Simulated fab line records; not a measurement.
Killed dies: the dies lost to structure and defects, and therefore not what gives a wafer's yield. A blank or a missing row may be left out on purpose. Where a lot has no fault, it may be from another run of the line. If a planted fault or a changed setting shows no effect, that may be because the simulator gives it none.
Comparing a struck lot with a sound one | flow n5Finfet | 15 out of 1938 route steps
Sound: the wafers L538.3, L538.5, L538.6. Struck: wafer L546.6. (L546.4, L546.5 of the same lot were not struck and are left out.) The cause comes at the end.
Each step with rows lists, per side, the tool, then ch with its chambers, then its first start. Under that, the readings that differ: sound wafers | struck wafers | difference of the means | sigmas: that difference in standard deviations of wafers without a fault.
alike: same words and numbers on both sides, and readings whose means sit less than 2 such deviations apart. not compared: any withheld reading, any reading some wafer has no value for, any bound like >300 that may hide the same value, and any number with overlapping values for which the record gives no deviation.
Wherever a step has rows on one side only, a row that says differs or no value, or a row with sigmas, the two part there. Non-overlapping numbers with no deviation appear without sigmas and do not part them. A reading missing from all wafers of one side parts the sides only when that side holds two or more wafers.

N5_ZERO_LAYER_PECVD_02: deposits SiO2 from SiH4/N2O, target thk 10 nm, time 6 s.
  sound on pecvd-02 ch 0,1, day 3 06:17; struck on pecvd-04 ch 2, day 5 06:19
  alike: heaterPowerW, showerheadPlenumPTorr
then, 8 steps without rows for these wafers: N5_ZERO_LAYER_HMDS_04 (time 60 s); N5_ZERO_LAYER_COAT_05 (resist thk 1000 nm); N5_ZERO_LAYER_EBR_07; N5_ZERO_LAYER_SOFTBAKE_06 (time 90 s); N5_ZERO_LAYER_EXPOSE_08 (exposes mask ZERO, defocus 0 nm, target cd 2000 nm); N5_ZERO_LAYER_PEB_09; N5_ZERO_LAYER_DEVELOP_10 (develop time 60 s); N5_ZERO_LAYER_HARDBAKE_23 (time 120 s).
N5_ZERO_LAYER_CD_MEAS_11 targets a cd of 2000 nm.
  sound on cdSem-02 ch 0, day 3 06:39; struck on cdSem-03 ch 0, day 5 06:39
  alike: cdNm
N5_ZERO_LAYER_DESCUM_16: chemistry O2, time 7.9 s.
  sound on rieDiel-03 ch 0,2,3, day 3 06:41; struck on rieDiel-06 ch 1, day 5 06:49
reading              | sound             | struck | difference | sigmas
oesProductAu (a.u.)  | 0.91 0.85 0.98    | 0.66   | -0.25      | -3
throttleValvePct (%) | 20.28 20.13 20.55 | 20.80  | +0.48      | +2
  alike: drypumpMotorCurrentA, o2FlowSccm, rfVppV, showerheadPlenumPTorr, tempC
  not compared: rfHoursCounterH
N5_ZERO_LAYER_ETCH_17: etches SiO2 in CF4, target depth 12 nm, time 13.3 s.
  sound on rieDiel-03 ch 0,2,3, day 3 06:43; struck on rieDiel-06 ch 1, day 5 06:52
reading              | sound             | struck | difference | sigmas
oesProductAu (a.u.)  | 0.93 0.86 0.98    | 0.67   | -0.25      | -3
throttleValvePct (%) | 15.50 15.39 15.63 | 16.10  | +0.59      | +3
  alike: drypumpMotorCurrentA, rfFwdPowerW, rfVppV, showerheadPlenumPTorr
  not compared: rfHoursCounterH
N5_ZERO_LAYER_ETCH_18: etches Si in HBr/Cl2, target depth 120 nm, time 40 s.
  sound on rieSi-01 ch 0,1,2, day 3 06:47; struck on rieSi-01 ch 3, day 5 06:56
reading                              | sound             | struck | difference | sigmas
rfFwdPowerW (W)                      | 799.2 793.3 795.9 | 989.8  | +193.7     | +67
model.ZERO_LAYER.featureDepthNm (nm) | 120.5 121.2 116.9 | 130.7  | +11.2      | 
model.etch.depthNm (nm)              | 120.5 121.2 116.9 | 130.7  | +11.2      | 
  alike: drypumpMotorCurrentA, oesProductAu, throttleValvePct
  not compared: rfHoursCounterH
N5_ZERO_LAYER_STRIP_24: strips in O2.
  sound on plasmaAsher-01 ch 0,1, day 3 06:55; struck on plasmaAsher-02 ch 1, day 5 07:04
  alike: drypumpMotorCurrentA, heaterPowerW, o2FlowSccm, oesProductAu, stripTimeToEndpointS, tempC
  not compared: rfHoursCounterH
-- a jump in the record: the struck wafers' starts before and after are 12 days apart (it breaks off in module ZERO_LAYER and resumes in module BEOL_M4, where the first step shown is number 1111 of the route) --
N5_BEOL_M4_RC_MEAS_101:
  sound on prober-02 ch 0, day 13 01:53; struck on prober-01 ch 0, day 17 07:47
  alike: DIBL_N, DIBL_P, IOFF_N, IOFF_P, ION_N, ION_P, SS_N, SS_P, VT_N, VT_P

## WHERE THEY PART
Last at N5_ZERO_LAYER_ETCH_18 as far as this record goes, first at N5_ZERO_LAYER_DESCUM_16. Later steps at which nothing parts them and some readings are alike: N5_ZERO_LAYER_STRIP_24, N5_BEOL_M4_RC_MEAS_101.

WHY: what the simulator had put in
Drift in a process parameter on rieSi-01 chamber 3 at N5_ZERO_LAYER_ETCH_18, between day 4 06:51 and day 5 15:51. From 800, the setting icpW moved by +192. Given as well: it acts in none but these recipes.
